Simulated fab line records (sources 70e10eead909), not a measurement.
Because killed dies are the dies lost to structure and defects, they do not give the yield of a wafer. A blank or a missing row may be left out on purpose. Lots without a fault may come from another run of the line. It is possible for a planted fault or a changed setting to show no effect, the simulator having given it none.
Which tool did it? ; flow nand_harc ; 21 lots, 63 wafers sampled, at 6 steps of a route of 1159

== WHAT THE GAUGES SHOWED, per wafer ==
The record lacks any reading of a measuring or inspecting step that a usual standard deviation could be used to judge.

== WHICH TOOL RAN EACH LOT (tool, then ch and the chambers of the sampled wafers, then the start) ==
lot;NHARC_A_STAIRCASE_TRIM_12;NHARC_A_STAIRCASE_ETCH_19;NHARC_A_STAIRCASE_TRIM_20;NHARC_A_STAIRCASE_TRIM_22;NHARC_A_STAIRCASE_TRIM_229;NHARC_A_STAIRCASE_STRIP_295
L075;rie_diel-01 ch 0,2, day 10 16:06;rie_diel-01 ch 2,3, day 10 17:07 or earlier;rie_diel-01 ch 0,2, day 10 17:07;rie_diel-01 ch 0,2,3, day 11 04:11 or earlier;rie_diel-08 ch 0,1,3, day 11 04:11;rie_diel-01 ch 0,2,3, no start
L074;rie_diel-09 ch 1,2, day 10 19:31;rie_diel-09 ch 2,3, day 10 20:57 or earlier;rie_diel-01 ch 1,2,3, day 10 20:57;rie_diel-01 ch 2,3, day 11 06:04 or earlier;rie_diel-01 ch 0,2,3, day 11 06:04;rie_diel-08 ch 0,1,3, no start
L077;rie_diel-09 ch 1,2,3, day 11 09:27;rie_diel-09 ch 0,1,3, day 11 10:35 or earlier;rie_diel-09 ch 1,3, day 11 10:35;rie_diel-09 ch 0,3, day 11 18:52 or earlier;rie_diel-01 ch 0,1,3, day 11 18:52;rie_diel-01 ch 0,1,3, no start
L076;rie_diel-08 ch 2,3, day 11 09:44;rie_diel-08 ch 1,2, day 11 10:46 or earlier;rie_diel-08 ch 0,1, day 11 10:46;rie_diel-08 ch 1,2,3, day 11 19:16 or earlier;rie_diel-08 ch 1,2,3, day 11 19:16;rie_diel-08 ch 2,3, no start
L078;rie_diel-08 ch 1,2, day 12 02:38;rie_diel-08 ch 0,1,2, day 12 03:43 or earlier;rie_diel-08 ch 0,1,2, day 12 03:43;rie_diel-08 ch 0,1,2, day 12 12:08 or earlier;rie_diel-09 ch 2,3, day 12 12:08;rie_diel-09 ch 0,1,3, no start
L079;rie_diel-09 ch 0,1, day 12 02:53;rie_diel-09 ch 0,1,2, day 12 03:56 or earlier;rie_diel-09 ch 1,2,3, day 12 03:56;rie_diel-09 ch 2,3, day 12 13:07 or earlier;rie_diel-01 ch 1,2, day 12 13:07;rie_diel-01 ch 0,1, no start
L080;rie_diel-09 ch 0,2,3, day 12 07:42;rie_diel-09 ch 0,2,3, day 12 10:24 or earlier;rie_diel-08 ch 0,2,3, day 12 10:24;rie_diel-08 ch 0,1,3, day 12 18:42 or earlier;rie_diel-01 ch 0,1,3, day 12 18:42;rie_diel-01 ch 0,1,2, no start
L081;rie_diel-08 ch 0,1,3, day 12 18:31;rie_diel-08 ch 0,1, day 12 19:40 or earlier;rie_diel-08 ch 0,1,3, day 12 19:40;rie_diel-08 ch 0,1,3, day 13 06:18 or earlier;rie_diel-01 ch 0,1,2, day 13 06:18;rie_diel-09 ch 1,2,3, no start
L082;rie_diel-09 ch 1,3, day 12 18:58;rie_diel-09 ch 1,3, day 12 21:04 or earlier;rie_diel-08 ch 0,1,3, day 12 21:04;rie_diel-08 ch 1,3, day 13 08:59 or earlier;rie_diel-01 ch 1,2, day 13 08:59;rie_diel-01 ch 0,1,3, no start
L084;rie_diel-09 ch 1,2,3, day 13 04:20;rie_diel-09 ch 0,1,3, day 13 05:38 or earlier;rie_diel-08 ch 0,1,3, day 13 05:38;rie_diel-08 ch 0,1,3, day 13 14:36 or earlier;rie_diel-09 ch 0,1, day 13 14:36;rie_diel-08 ch 0,1,2, no start
L083;rie_diel-01 ch 1,3, day 13 04:44;rie_diel-01 ch 1,2,3, day 13 06:20 or earlier;rie_diel-09 ch 0,1,2, day 13 06:20;rie_diel-09 ch 0,2,3, day 13 16:07 or earlier;rie_diel-09 ch 2,3, day 13 16:07;rie_diel-08 ch 0,1,2, no start
L087;rie_diel-08 ch 0,2,3, day 14 04:50;rie_diel-08 ch 0,1,3, day 14 05:59 or earlier;rie_diel-08 ch 0,2,3, day 14 05:59;rie_diel-08 ch 0,1,2, day 14 14:52 or earlier;rie_diel-09 ch 0,1,2, day 14 14:52;rie_diel-09 ch 0,1,2, no start
L086;rie_diel-09 ch 0,1,3, day 14 05:16;rie_diel-09 ch 0,1,3, day 14 06:32 or earlier;rie_diel-08 ch 0,2,3, day 14 06:32;rie_diel-08 ch 1,2,3, day 14 15:41 or earlier;rie_diel-08 ch 0,1, day 14 15:41;rie_diel-08 ch 0,1,3, no start
L085;rie_diel-08 ch 1,2,3, day 14 05:17;rie_diel-08 ch 2,3, day 14 06:54 or earlier;rie_diel-09 ch 1,3, day 14 06:54;rie_diel-09 ch 2,3, day 14 15:02 or earlier;rie_diel-08 ch 2,3, day 14 15:02;rie_diel-01 ch 0,1,2, no start
L089;rie_diel-09 ch 0,3, day 14 11:41;rie_diel-09 ch 2,3, day 14 13:16 or earlier;rie_diel-08 ch 1,3, day 14 13:16;rie_diel-08 ch 0,3, day 14 21:31 or earlier;rie_diel-08 ch 1,2,3, day 14 21:31;rie_diel-01 ch 1,2, no start
L090;rie_diel-08 ch 1,2,3, day 14 21:41;rie_diel-08 ch 0,2,3, day 15 00:01 or earlier;rie_diel-09 ch 0,2, day 15 00:01;rie_diel-09 ch 0,1,2, day 15 08:53 or earlier;rie_diel-01 ch 0,1,2, day 15 08:53;rie_diel-09 ch 0,1,3, no start
L091;rie_diel-09 ch 2,3, day 14 21:42;rie_diel-09 ch 1,2, day 14 23:29 or earlier;rie_diel-09 ch 0,1,3, day 14 23:29;rie_diel-09 ch 2,3, day 15 08:07 or earlier;rie_diel-09 ch 1,2, day 15 08:07;rie_diel-08 ch 2,3, no start
L093;rie_diel-08 ch 1,2,3, day 15 15:22;rie_diel-08 ch 0,1,3, day 15 17:22 or earlier;rie_diel-01 ch 0,1,2, day 15 17:22;rie_diel-01 ch 0,1,3, day 16 01:02 or earlier;rie_diel-01 ch 1,2,3, day 16 01:02;rie_diel-09 ch 0,3, no start
L096;rie_diel-01 ch 2,3, day 16 00:04;rie_diel-01 ch 0,2,3, day 16 01:08 or earlier;rie_diel-08 ch 0,1,3, day 16 01:08;rie_diel-08 ch 0,1,3, day 16 10:37 or earlier;rie_diel-01 ch 0,1,2, day 16 10:37;rie_diel-08 ch 0,1, no start
L095;rie_diel-08 ch 0,1,3, day 16 04:07;rie_diel-08 ch 0,3, day 16 05:16 or earlier;rie_diel-08 ch 0,1,3, day 16 05:16;rie_diel-08 ch 0,1,3, day 16 14:13 or earlier;rie_diel-08 ch 1,3, day 16 14:13;rie_diel-08 ch 2,3, no start
L097;rie_diel-08 ch 0,1,2, day 16 23:43;rie_diel-08 ch 0,3, day 17 01:31 or earlier;rie_diel-08 ch 2,3, day 17 01:31;rie_diel-08 ch 1,2,3, day 17 10:37 or earlier;rie_diel-09 ch 1,2,3, day 17 10:37;rie_diel-09 ch 0,1,3, no start
- NHARC_A_STAIRCASE_TRIM_12: chemistry O2, time 211.2 s.
- NHARC_A_STAIRCASE_ETCH_19: etches the open film in C4F8/O2, target depth 100 nm, time 40.5 s.
- NHARC_A_STAIRCASE_TRIM_20: chemistry O2, time 211.2 s.
- NHARC_A_STAIRCASE_TRIM_22: chemistry O2, time 211.2 s.
- NHARC_A_STAIRCASE_TRIM_229: chemistry O2, time 211.2 s.
- NHARC_A_STAIRCASE_STRIP_295: strips in O2.

== WHAT THE TOOLS THEMSELVES READ (means of the sampled wafers that have a number; where no wafer has one, the mark that the record gives instead) ==
NHARC_A_STAIRCASE_TRIM_12. Usual: drypump_motor_current_A 5.59 A, standard deviation 0.3; oes_product_au 0.995 a.u., standard deviation 0.0093; rf_vpp_V 57.7 V, standard deviation 0.81; showerhead_plenum_p_Torr 3.49 Torr, standard deviation 0.13; throttle_valve_pct 17.037 %, standard deviation 0.0092.
lot;tool;drypump_motor_current_A (A);oes_product_au (a.u.);rf_vpp_V (V);showerhead_plenum_p_Torr (Torr);throttle_valve_pct (%);flag
L075;rie_diel-01;5.64;1.002;58.2;3.59;17.034;
L074;rie_diel-09;5.61;1.005;57.6;3.44;17.028;
L077;rie_diel-09;5.74;1.005;58.4;3.52;17.035;
L076;rie_diel-08;5.64;1.002;58.6;3.54;17.035;
L078;rie_diel-08;5.53;1.009;57.5;3.59;17.034;
L079;rie_diel-09;5.37;0.988;57.6;3.51;17.031;
L080;rie_diel-09;5.54;0.996;57.6;3.49;17.035;
L081;rie_diel-08;5.67;0.987;57.4;3.39;17.029;
L082;rie_diel-09;5.87;0.987;57.9;3.60;17.034;
L084;rie_diel-09;5.75;0.979;57.3;3.51;17.028;
L083;rie_diel-01;5.26;1.005;58.2;3.69;17.038;
L087;rie_diel-08;5.70;0.996;58.1;3.43;17.036;
L086;rie_diel-09;5.52;0.994;58.2;3.53;17.041;
L085;rie_diel-08;5.59;0.996;58.1;3.47;17.045;
L089;rie_diel-09;5.67;0.990;58.2;3.56;17.032;
L090;rie_diel-08;5.61;0.992;57.2;3.47;17.050;
L091;rie_diel-09;5.76;0.992;57.2;3.45;17.044;
L093;rie_diel-08;5.59;1.003;57.3;3.47;17.026;
L096;rie_diel-01;5.48;0.993;57.4;3.61;17.035;
L095;rie_diel-08;5.69;0.995;57.8;3.37;17.045;
L097;rie_diel-08;5.61;0.993;58.2;3.47;17.038;

NHARC_A_STAIRCASE_ETCH_19. Usual: oes_product_au 0.937 a.u., standard deviation 0.012; rf_vpp_V 894 V, standard deviation 4.6.
lot;tool;oes_product_au (a.u.);rf_vpp_V (V);flag
L075;rie_diel-01;0.933;900;
L074;rie_diel-09;0.949;897;
L077;rie_diel-09;0.941;896;
L076;rie_diel-08;0.960;897;
L078;rie_diel-08;0.949;895;
L079;rie_diel-09;0.944;894;
L080;rie_diel-09;0.934;894;
L081;rie_diel-08;0.938;893;
L082;rie_diel-09;0.933;897;
L084;rie_diel-09;0.931;896;
L083;rie_diel-01;0.928;901;
L087;rie_diel-08;0.938;891;
L086;rie_diel-09;0.933;897;
L085;rie_diel-08;0.930;897;
L089;rie_diel-09;0.960;894;
L090;rie_diel-08;0.920;892;
L091;rie_diel-09;0.942;894;
L093;rie_diel-08;0.928;890;
L096;rie_diel-01;0.946;897;
L095;rie_diel-08;0.941;889;
L097;rie_diel-08;0.921;887;

NHARC_A_STAIRCASE_TRIM_20. Usual: drypump_motor_current_A 5.57 A, standard deviation 0.28; oes_product_au 0.994 a.u., standard deviation 0.01; rf_vpp_V 57.6 V, standard deviation 0.87; showerhead_plenum_p_Torr 3.48 Torr, standard deviation 0.13; throttle_valve_pct 17.036 %, standard deviation 0.0088.
lot;tool;drypump_motor_current_A (A);oes_product_au (a.u.);rf_vpp_V (V);showerhead_plenum_p_Torr (Torr);throttle_valve_pct (%);flag
L075;rie_diel-01;5.63;1.011;58.0;3.59;17.030;
L074;rie_diel-01;5.43;0.999;57.9;3.69;17.027;
L077;rie_diel-09;5.74;0.992;59.0;3.57;17.034;
L076;rie_diel-08;5.68;0.988;57.7;3.40;17.039;
L078;rie_diel-08;5.61;1.007;57.7;3.49;17.035;
L079;rie_diel-09;5.75;0.985;56.6;3.52;17.032;
L080;rie_diel-08;5.71;1.000;57.7;3.44;17.036;
L081;rie_diel-08;5.67;0.981;57.3;3.39;17.040;
L082;rie_diel-08;5.68;0.983;57.0;3.39;17.043;
L084;rie_diel-08;5.68;0.983;56.9;3.39;17.038;
L083;rie_diel-09;5.36;0.996;58.1;3.45;17.042;
L087;rie_diel-08;5.73;0.991;57.8;3.43;17.036;
L086;rie_diel-08;5.72;1.001;57.3;3.43;17.042;
L085;rie_diel-09;5.73;0.987;57.7;3.56;17.039;
L089;rie_diel-08;5.65;0.996;57.4;3.37;17.044;
L090;rie_diel-09;5.15;1.001;57.3;3.42;17.039;
L091;rie_diel-09;5.50;0.994;58.1;3.53;17.032;
L093;rie_diel-01;5.60;0.994;58.2;3.63;17.038;
L096;rie_diel-08;5.66;0.988;57.8;3.37;17.034;
L095;rie_diel-08;5.67;0.993;56.9;3.37;17.037;
L097;rie_diel-08;5.71;0.992;57.1;3.41;17.035;

NHARC_A_STAIRCASE_TRIM_22. Usual: drypump_motor_current_A 5.59 A, standard deviation 0.27; oes_product_au 0.995 a.u., standard deviation 0.01; rf_vpp_V 57.8 V, standard deviation 0.88; showerhead_plenum_p_Torr 3.49 Torr, standard deviation 0.13; throttle_valve_pct 17.037 %, standard deviation 0.0083.
lot;tool;drypump_motor_current_A (A);oes_product_au (a.u.);rf_vpp_V (V);showerhead_plenum_p_Torr (Torr);throttle_valve_pct (%);flag
L075;rie_diel-01;5.42;1.000;57.8;3.61;17.040;
L074;rie_diel-01;5.47;1.004;58.7;3.63;17.048;
L077;rie_diel-09;5.30;1.007;57.7;3.52;17.034;
L076;rie_diel-08;5.61;1.006;57.2;3.49;17.033;
L078;rie_diel-08;5.61;1.001;58.4;3.49;17.042;
L079;rie_diel-09;5.75;0.995;57.2;3.46;17.038;
L080;rie_diel-08;5.67;0.983;57.6;3.39;17.042;
L081;rie_diel-08;5.67;0.980;58.1;3.39;17.034;
L082;rie_diel-08;5.54;0.988;57.5;3.43;17.030;
L084;rie_diel-08;5.67;0.986;58.0;3.39;17.039;
L083;rie_diel-09;5.54;0.992;58.3;3.48;17.033;
L087;rie_diel-08;5.61;0.994;57.6;3.48;17.038;
L086;rie_diel-08;5.60;0.990;58.2;3.47;17.032;
L085;rie_diel-09;5.75;1.004;57.3;3.46;17.037;
L089;rie_diel-08;5.79;0.987;57.1;3.32;17.035;
L090;rie_diel-09;5.40;1.002;57.5;3.44;17.036;
L091;rie_diel-09;5.91;0.990;57.3;3.53;17.043;
L093;rie_diel-01;5.38;1.000;58.5;3.64;17.042;
L096;rie_diel-08;5.66;0.993;57.4;3.37;17.035;
L095;rie_diel-08;5.66;0.997;57.6;3.37;17.034;
L097;rie_diel-08;5.60;0.986;57.4;3.46;17.041;

NHARC_A_STAIRCASE_TRIM_229. Usual: drypump_motor_current_A 5.57 A, standard deviation 0.29; oes_product_au 0.998 a.u., standard deviation 0.01; rf_vpp_V 57.8 V, standard deviation 1; showerhead_plenum_p_Torr 3.53 Torr, standard deviation 0.13; throttle_valve_pct 17.036 %, standard deviation 0.0094.
lot;tool;drypump_motor_current_A (A);oes_product_au (a.u.);rf_vpp_V (V);showerhead_plenum_p_Torr (Torr);throttle_valve_pct (%);flag
L075;rie_diel-08;5.66;0.986;58.3;3.40;17.028;
L074;rie_diel-01;5.41;1.003;57.6;3.61;17.037;
L077;rie_diel-01;5.42;0.996;57.8;3.66;17.042;
L076;rie_diel-08;5.61;0.993;57.8;3.48;17.032;
L078;rie_diel-09;5.90;0.988;57.8;3.55;17.038;
L079;rie_diel-01;5.68;1.015;57.9;3.67;17.031;
L080;rie_diel-01;5.38;0.990;58.4;3.65;17.034;
L081;rie_diel-01;5.61;1.002;57.8;3.64;17.043;
L082;rie_diel-01;5.67;0.999;58.8;3.66;17.039;
L084;rie_diel-09;5.15;1.000;57.7;3.48;17.027;
L083;rie_diel-09;5.74;1.004;58.1;3.46;17.029;
L087;rie_diel-09;5.39;0.996;57.5;3.45;17.035;
L086;rie_diel-08;5.70;0.997;56.8;3.39;17.044;
L085;rie_diel-08;5.71;0.996;58.2;3.42;17.043;
L089;rie_diel-08;5.60;1.001;57.0;3.47;17.029;
L090;rie_diel-01;5.65;1.001;57.9;3.63;17.038;
L091;rie_diel-09;5.61;1.000;56.9;3.42;17.037;
L093;rie_diel-01;5.45;0.997;58.0;3.66;17.026;
L096;rie_diel-01;5.60;1.000;58.3;3.62;17.034;
L095;rie_diel-08;5.66;0.995;56.1;3.36;17.042;
L097;rie_diel-09;5.73;0.985;57.8;3.49;17.037;

NHARC_A_STAIRCASE_STRIP_295. Usual: drypump_motor_current_A 5.57 A, standard deviation 0.26; oes_product_au 0.998 a.u., standard deviation 0.009; rf_vpp_V 57.8 V, standard deviation 0.93; showerhead_plenum_p_Torr 3.52 Torr, standard deviation 0.14; throttle_valve_pct 17.037 %, standard deviation 0.009.
lot;tool;drypump_motor_current_A (A);oes_product_au (a.u.);rf_vpp_V (V);showerhead_plenum_p_Torr (Torr);throttle_valve_pct (%);flag
L075;rie_diel-01;5.41;0.994;58.5;3.61;17.037;
L074;rie_diel-08;5.67;0.991;57.3;3.39;17.035;
L077;rie_diel-01;5.38;1.002;58.5;3.65;17.040;
L076;rie_diel-08;5.65;1.004;57.2;3.53;17.030;
L078;rie_diel-09;5.51;0.997;57.6;3.54;17.030;
L079;rie_diel-01;5.61;1.008;58.3;3.70;17.043;
L080;rie_diel-01;5.62;1.008;58.6;3.64;17.034;
L081;rie_diel-09;5.74;0.995;56.6;3.51;17.038;
L082;rie_diel-01;5.39;1.005;58.1;3.64;17.045;
L084;rie_diel-08;5.60;0.987;58.5;3.48;17.033;
L083;rie_diel-08;5.58;0.998;58.5;3.48;17.042;
L087;rie_diel-09;5.37;0.993;57.6;3.44;17.032;
L086;rie_diel-08;5.67;0.997;57.1;3.38;17.033;
L085;rie_diel-01;5.62;1.005;57.6;3.63;17.034;
L089;rie_diel-01;5.66;0.992;59.4;3.71;17.037;
L090;rie_diel-09;5.54;0.990;58.3;3.52;17.035;
L091;rie_diel-08;5.71;0.988;57.4;3.42;17.036;
L093;rie_diel-09;5.66;1.001;58.5;3.55;17.046;
L096;rie_diel-08;5.56;0.995;57.5;3.42;17.036;
L095;rie_diel-08;5.72;0.994;57.7;3.41;17.037;
L097;rie_diel-09;5.52;0.996;59.2;3.51;17.031;

== THE ANSWER, worked out from the rows above alone ==
Rule: lot off if the mean of its wafers having a number is beyond 3 standard deviations from the usual mean. A lot without any number at a reading at which 4 lots or more have one is off too. Any other lot the step has rows for is counted as sound. First the gauges in route order, then the tools' own readings, where a lot's mean is used as printed above. The first step at which some lot is off is used, and at that step the reading that is off furthest; a lot without a number counts as furthest.
No lot is off at any reading shown: from this, nothing can be told.

== WHAT THE SIMULATOR PUT IN ==
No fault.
